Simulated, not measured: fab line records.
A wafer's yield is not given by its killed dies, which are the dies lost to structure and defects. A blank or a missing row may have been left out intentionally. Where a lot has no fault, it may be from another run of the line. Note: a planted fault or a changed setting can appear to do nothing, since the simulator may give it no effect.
Struck lot and sound lot, side by side | flow n5 finfet | 36 steps out of a route of 1938
Sound: the wafers L976.2, L976.5, L976.6. The struck wafers were L983.2, L983.5, L983.6. The cause is named last.
At each step with rows: each side's tool, then ch and its chambers, then its first start. Under that, the readings that differ: sound wafers | struck wafers | difference of the means | sigmas: that difference in standard deviations of wafers without a fault.
alike: words and numbers the same on both sides, and readings whose means are apart by under 2 such deviations; not compared: readings that were withheld, readings missing a value for some wafer, numbers with overlapping values and no deviation given by the record, and bounds like >300 which may hide the same value.
The two part at a step that has a row with sigmas, a row that says differs or no value, or rows on one side only. When numbers do not overlap yet have no deviation, they are printed without sigmas and do not part them. A reading missing from all wafers of one side parts the sides only when that side holds two or more wafers.

first, 9 steps without rows for these wafers: N5_BEOL_M4_ANNEAL_95 (time 240 s); N5_BEOL_M4_SPUTTER_96 (material Cu, target thk 4.5 nm, time 8.29 s); N5_BEOL_M4_ECD_50 (material Cu, target thk 300 nm); N5_BEOL_M4_ANNEAL_51 (time 90 s); N5_BEOL_M4_CMP_52 (polishes, stops on SiOC, t overpolish 6.8 s, target thk 40 nm); N5_BEOL_M4_PRE_CLEAN_60 (time 15 s); N5_BEOL_M4_CO_CAP_55 (material Co, precursor CCTBA/H2, target thk 2 nm, time 102.1 s); N5_BEOL_M4_PRE_CLEAN_56 (time 15 s); N5_BEOL_M4_DEP_57 (deposits SiCN from 3MS/NH3, target thk 8 nm, time 14 s).
N5_BEOL_M4_RC_MEAS_101:
  sound on prober-01 ch 0, day 10 08:31; struck on prober-02 ch 0, day 11 20:58
  alike: DIBL_N, DIBL_P, IOFF_N, IOFF_P, ION_N, ION_P, SS_N, SS_P, VT_N, VT_P
then, 24 steps without rows for these wafers: N5_BEOL_M5_ILD_DEP_00 (deposits SiCOH lowk from DEMS/porogen, target thk 140.64 nm, time 25.9 s); N5_BEOL_M5_CURE_79 (cures SiCOH lowk, time 240 s); N5_BEOL_M5_PECVD_70 (deposits SiO2 from TEOS/O2, target thk 16 nm, time 18 s); N5_BEOL_M5_HM_DEP_02 (deposits TiN, target thk 20 nm); N5_BEOL_M5_COAT_59 (time 60 s, resist thk 60 nm); N5_BEOL_M5_COAT_60 (time 60 s, resist thk 12 nm); N5_BEOL_M5_COAT_71 (time 60 s, resist thk 5 nm); N5_BEOL_M5_COAT_05 (resist thk 30 nm); N5_BEOL_M5_EBR_07; N5_BEOL_M5_SOFTBAKE_06 (time 60 s); N5_BEOL_M5_EXPOSE_08 (exposes mask M5, target cd 28 nm); N5_BEOL_M5_PEB_09 (peb time 60 s); N5_BEOL_M5_DEVELOP_10 (develop time 30 s); N5_BEOL_M5_DESCUM_16 (chemistry O2, time 7 s); N5_BEOL_M5_ETCH_72 (etches underlayer in N2/H2, target depth 6.5 nm, time 5.2 s); N5_BEOL_M5_ETCH_61 (etches SiARC in CF4, target depth 15.6 nm, time 26 s); N5_BEOL_M5_ETCH_62 (etches SOC in N2/H2, target depth 75 nm, overetch 15 nm, time 112.5 s); N5_BEOL_M5_STRIP_63 (strips in N2/H2); N5_BEOL_M5_STRIP_73 (strips in N2/H2); N5_BEOL_M5_STRIP_64 (strips in CF4); N5_BEOL_M5_HM_OPEN_17 (chemistry Cl2/BCl3, target TiN, target depth 20 nm, overetch 6 nm); N5_BEOL_M5_STRIP_19 (strips in O2); N5_BEOL_M5_COAT_65 (time 60 s, resist thk 60 nm); N5_BEOL_M5_COAT_66 (time 60 s, resist thk 12 nm).
N5_BEOL_M10_PECVD_70: deposits SiO2 from TEOS/O2, target thk 20 nm, time 22.7 s.
  sound on pecvd-02 ch 0,2, day 12 11:46; struck on pecvd-04 ch 0,2, day 13 14:59
  no value came back on the struck wafers for any of 6 readings (chamber pressure Torr (Torr), heater power outer w (W) and others); on the sound wafers chamber pressure Torr (Torr) reads 5.494 5.505 5.482
-- here the record skips 2 days between the struck wafers' starts before and after, leaving off in module BEOL_M10 and picking up in module PASSIVATION (first step shown: number 1936 of the route) --
N5_PASSIVATION_PROBE_49:
  rows exist in the record for the struck wafers here (prober-01, day 16 01:46), but not for the sound ones

== WHERE THEY PART ==
Last at N5_PASSIVATION_PROBE_49 as far as this record goes, first at N5_BEOL_M10_PECVD_70.

WHY: what had been put in by the simulator
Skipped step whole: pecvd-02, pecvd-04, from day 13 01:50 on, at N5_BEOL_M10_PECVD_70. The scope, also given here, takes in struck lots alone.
